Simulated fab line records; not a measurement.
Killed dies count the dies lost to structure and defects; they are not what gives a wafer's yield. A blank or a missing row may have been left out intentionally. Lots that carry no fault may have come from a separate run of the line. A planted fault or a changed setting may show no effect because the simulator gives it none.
A struck lot beside a sound one ; flow n5-finfet ; 14 steps out of a route of 1938
Sound: these wafers, L593.1, L593.5, L593.6. Struck: wafers L602.2, L602.4, L602.5. The cause is given at the end.
Per side, at each step with rows, come the tool, then ch with its chambers, and then its first start. Under that, the readings that differ: sound wafers ; struck wafers ; difference of the means ; sigmas: that difference in standard deviations of wafers without a fault.
alike: readings whose means differ by less than 2 such deviations, and words and numbers that are the same on both sides. not compared: withheld readings, readings that some wafer has no value for, bounds like >300 that may hide the same value, and numbers for which the record gives no deviation and whose values overlap.
The two part at a step that has a row with sigmas, a row that says differs or no value, or rows on one side only. Numbers that don't overlap but have no deviation are shown without sigmas and don't part them. Lack of a reading on every wafer of one side parts them only where that side has two or more wafers.

first, 1 step without rows for these wafers: N5_MOL_CONTACT_COAG_WET_ETCH_116 (etches the open film in SC1-inhibited, target depth 4.6 nm, rinse time 30 s).
N5_MOL_CONTACT_COAG_ALD_27: deposits SiOC, target thk 17 nm, pulse time 1.5 s, time 2720 s.
  sound on ald-sin-02 ch 0,1, day 6 02:49; struck on ald-sin-04 ch 0,1,2, day 8 06:35
  alike: chamber-pressure-Torr, heater-power-w, precursor-pulse-height-rel
N5_MOL_CONTACT_COAG_CMP_28: polishes, stops on SiNx, t overpolish 0.85 s, target thk 14.522 nm.
  sound on cmp-02 ch 1,2,3, day 6 04:27; struck on cmp-03 ch 0,2, day 8 08:09
  alike: motor-current-A, time-to-endpoint-s
N5_MOL_CONTACT_COAG_THK_MEAS_29:
  sound: film-metro-01 at day 6 04:40; struck: film-metro-02 at day 8 08:27
  alike: MD_CAP_THK
N5_MOL_CONTACT_COAG_ALD_123: deposits SiNx, target thk 5 nm, pulse time 1 s, purge time 2 s.
  sound on ald-sin-04 ch 1,2,3, day 6 04:43; struck on ald-sin-04 ch 0,1,3, day 8 08:29
  alike: chamber-pressure-Torr, heater-power-w, precursor-pulse-height-rel
then, 7 steps without rows for these wafers: N5_MOL_CONTACT_COAG_PECVD_31 (deposits SiO2 from TEOS/O2, target thk 46 nm, time 8.9 s); N5_MOL_CONTACT_COAG_COAT_75 (time 60 s, resist thk 60 nm); N5_MOL_CONTACT_COAG_COAT_76 (time 60 s, resist thk 10 nm); N5_MOL_CONTACT_COAG_COAT_77 (time 60 s, resist thk 10 nm); N5_MOL_CONTACT_COAG_COAT_78 (resist thk 40 nm); N5_MOL_CONTACT_COAG_EBR_80; N5_MOL_CONTACT_COAG_SOFTBAKE_79 (time 60 s).
N5_MOL_CONTACT_COAG_EXPOSE_81: exposes mask VG, defocus 0 nm.
  struck on euv-scanner-01, day 8 09:19; sound on euv-scanner-01 ch 0, day 6 05:24
  no value came back on the struck wafers for exposure-dose-mJ-cm2, focus-offset-nm (nm), na, sigma-outer; on the sound wafers exposure-dose-mJ-cm2 reads 59.38 59.35 59.30
  alike: mask
then, 1 step without rows for these wafers: N5_MOL_CONTACT_COAG_PEB_82 (peb time 60 s).

== WHERE THEY PART ==
N5_MOL_CONTACT_COAG_EXPOSE_81 only, going by this record.

WHY: what the simulator had put in
Entire step skipped (euv-scanner-01, N5_MOL_CONTACT_COAG_EXPOSE_81), from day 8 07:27 onward. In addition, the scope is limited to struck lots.
